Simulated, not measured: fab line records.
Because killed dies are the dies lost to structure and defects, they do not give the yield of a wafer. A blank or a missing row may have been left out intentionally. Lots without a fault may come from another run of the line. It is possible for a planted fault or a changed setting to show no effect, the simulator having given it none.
Split-lot trial -- flow n5-finfet -- route with 1938 steps; 7 lots, 21 wafers read

THE SPLIT
At N5_DUMMY_GATE_HM_DEP_06 (deposits SiNx from DCS/NH3, target thk 80 nm, time 5141 s), the setting time-s was moved away from the recipe's 5141 s on 18 of the 21 wafers read, by -11.6% to +11.7%. This setting was run at the recipe's value on the other wafers.

The split's own step is where the reading is taken.

THE READING
SiNx_of_DUMMY_GATE_HM_DEP_06.thk-nm (the simulator's own value, which no gauge read), in nm, at N5_DUMMY_GATE_HM_DEP_06 (deposits SiNx from DCS/NH3, target thk 80 nm, time 5141 s). There is no usual value for it anywhere in the file. Average 79.7 nm, standard deviation 0.66 nm, over the 3 wafers here run with the recipe.

wafer,"tool, chamber at the split","time-s as run, s",against the recipe,"SiNx_of_DUMMY_GATE_HM_DEP_06.thk-nm, nm",against lot-mates on the recipe
L074.1,"-, -",5745,+11.7%,90.2,no lot-mate on the recipe
L074.6,"-, -",5745,+11.7%,90.2,no lot-mate on the recipe
L074.5,"-, -",5745,+11.7%,91,no lot-mate on the recipe
L077.1,"-, -",5452,+6.0%,85,no lot-mate on the recipe
L077.2,"-, -",5452,+6.0%,85.8,no lot-mate on the recipe
L077.3,"-, -",5452,+6.0%,85.4,no lot-mate on the recipe
L082.1,"lpcvd-01, 1/15",5141,recipe,80.6,-
L082.4,"lpcvd-01, 1/29,1/34",5141,recipe,79.2,-
L082.5,"lpcvd-01, 1/29,1/34",5141,recipe,79.2,-
L083.3,"-, -",4645,-9.6%,71.8,no lot-mate on the recipe
L083.4,"-, -",4645,-9.6%,71.8,no lot-mate on the recipe
L083.6,"-, -",4645,-9.6%,72.2,no lot-mate on the recipe
L091.1,"-, -",4545,-11.6%,70.6,no lot-mate on the recipe
L091.2,"-, -",4545,-11.6%,71,no lot-mate on the recipe
L091.4,"-, -",4545,-11.6%,71,no lot-mate on the recipe
L092.2,"-, -",5656,+10.0%,88,no lot-mate on the recipe
L092.6,"-, -",5656,+10.0%,88,no lot-mate on the recipe
L092.5,"-, -",5656,+10.0%,87.4,no lot-mate on the recipe
L094.1,"-, -",5402,+5.1%,83.2,no lot-mate on the recipe
L094.3,"-, -",5402,+5.1%,83.6,no lot-mate on the recipe
L094.5,"-, -",5402,+5.1%,83.6,no lot-mate on the recipe
If several chambers appear in one row, that row covers several wafers at once and the file leaves open which wafer was in which chamber.

THE FIT
A straight line over all 21 wafers: SiNx_of_DUMMY_GATE_HM_DEP_06.thk-nm changes by +0.824 nm for each +1% of time-s; r = +1.00; the points scatter about the line by 0.65 nm.
Too few moved wafers with a lot-mate on the recipe to fit a line net of each lot's own level.

THE FILE'S OWN FIT
SiNx_of_DUMMY_GATE_HM_DEP_06.thk-nm changes by +0.824 nm for each +1% of time-s, r = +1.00.
